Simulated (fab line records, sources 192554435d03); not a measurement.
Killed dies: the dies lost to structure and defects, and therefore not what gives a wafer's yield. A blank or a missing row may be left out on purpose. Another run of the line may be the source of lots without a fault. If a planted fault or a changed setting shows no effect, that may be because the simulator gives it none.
What tool caused it? -- flow n5Finfet -- 26 wafers sampled from 9 lots at 1 step of a route of 1938

## WHAT THE GAUGES READ, wafer by wafer
N5_BEOL_M4_RC_MEAS_101. Usual: DIBL_N 36.1 mV/V, standard deviation 1.6; DIBL_P 35.8 mV/V, standard deviation 2.1; IOFF_N 0.16 nA/um, standard deviation 0.031; IOFF_P 0.21 nA/um, standard deviation 0.034; ION_N 673 uA/um, standard deviation 12; ION_P 461 uA/um, standard deviation 7.2; SS_N 71.4 mV/dec, standard deviation 0.59; SS_P 73.3 mV/dec, standard deviation 0.63; VT_N 250 mV, standard deviation 3.1; VT_P -250 mV, standard deviation 3.3.
lot,measured,on,DIBL_N (mV/V),DIBL_P (mV/V),IOFF_N (nA/um),IOFF_P (nA/um),ION_N (uA/um),ION_P (uA/um),SS_N (mV/dec),SS_P (mV/dec),VT_N (mV),VT_P (mV),flag
L236,day 8 07:31,prober-01,35.3 38.5 36.4,35.4 38.8 37.1,0.15 0.21 0.16,0.19 0.24 0.23,674 687 674,457 461 465,71.6 72.6 71.7,73.0 73.6 73.4,249 245 250,-251 -249 -247,
L237,day 8 18:02,prober-02,34.3 35.6 35.1,33.2 35.8 33.9,0.11 0.13 0.12,0.15 0.19 0.16,661 663 661,454 458 460,71.0 70.2 71.0,72.4 73.4 72.8,254 251 254,-255 -254 -254,
L244,day 10 17:59,prober-02,36.4 36.4,35.5 36.1,0.14 0.15,0.18 0.21,667 668,453 454,70.6 70.6,73.6 73.7,251 251,-253 -251,
L249,day 11 13:50,prober-02,37.1 35.9 36.5,36.5 36.2 36.0,0.18 0.16 0.17,0.21 0.21 0.21,686 676 678,469 464 460,72.0 71.6 71.8,73.1 73.7 73.5,246 247 248,-251 -252 -252,
L248,day 11 15:33,prober-01,37.8 34.7 35.8,38.7 34.4 36.0,0.20 0.13 0.15,0.28 0.20 0.23,680 676 672,468 463 462,71.4 71.5 71.4,73.7 73.3 73.7,248 253 249,-247 -250 -250,
L251,day 12 10:47,prober-01,39.4 37.6 39.6,40.5 38.6 40.6,0.22 0.17 0.23,0.24 0.22 0.25,695 674 690,470 462 462,71.8 71.2 71.9,73.8 73.7 74.8,246 247 245,-250 -251 -252,
L253,day 12 17:00,prober-01,36.2 35.7 38.9,36.4 36.7 39.9,0.15 0.14 0.20,0.20 0.20 0.25,669 673 676,461 465 463,70.9 71.5 72.4,73.8 73.3 74.3,250 251 246,-251 -250 -247,
L254,day 12 20:27,prober-01,34.9 34.4 35.2,34.4 33.1 34.6,0.14 0.12 0.13,0.20 0.17 0.20,658 654 660,457 450 454,71.2 70.5 71.1,72.8 72.2 73.1,252 254 251,-249 -253 -250,
L255,day 13 07:11,prober-02,35.3 37.0 37.0,34.9 37.4 35.8,0.15 0.18 0.18,0.23 0.26 0.23,667 670 675,470 470 465,71.1 71.5 71.3,73.2 73.6 73.6,253 247 249,-247 -247 -247,

## WHICH TOOL RAN EACH LOT (tool, then ch and the chambers of the sampled wafers, then the start)
No process step before these readings appears in the record.

## WHAT THE TOOLS THEMSELVES READ (means of the sampled wafers that have a number; where no wafer has one, the mark that the record gives instead)
The record holds no such reading with a usual standard deviation.

## THE ANSWER, worked out from the rows above alone
Rule: take the mean of a lot's wafers that have a number; if it is more than 3 standard deviations from the usual mean, the lot is off. A lot without any number at a reading at which 4 lots or more have one is off too. Any other lot the step has rows for is counted as sound. The gauges are gone through in route order, then the tools' own readings, and for those a lot's mean is taken as printed above. At the first step where some lot is off, the reading lying furthest off is the one used; lots without a number count as furthest.
No lot is off at any reading shown: from this, nothing can be told.

## WHAT THE SIMULATOR PUT IN
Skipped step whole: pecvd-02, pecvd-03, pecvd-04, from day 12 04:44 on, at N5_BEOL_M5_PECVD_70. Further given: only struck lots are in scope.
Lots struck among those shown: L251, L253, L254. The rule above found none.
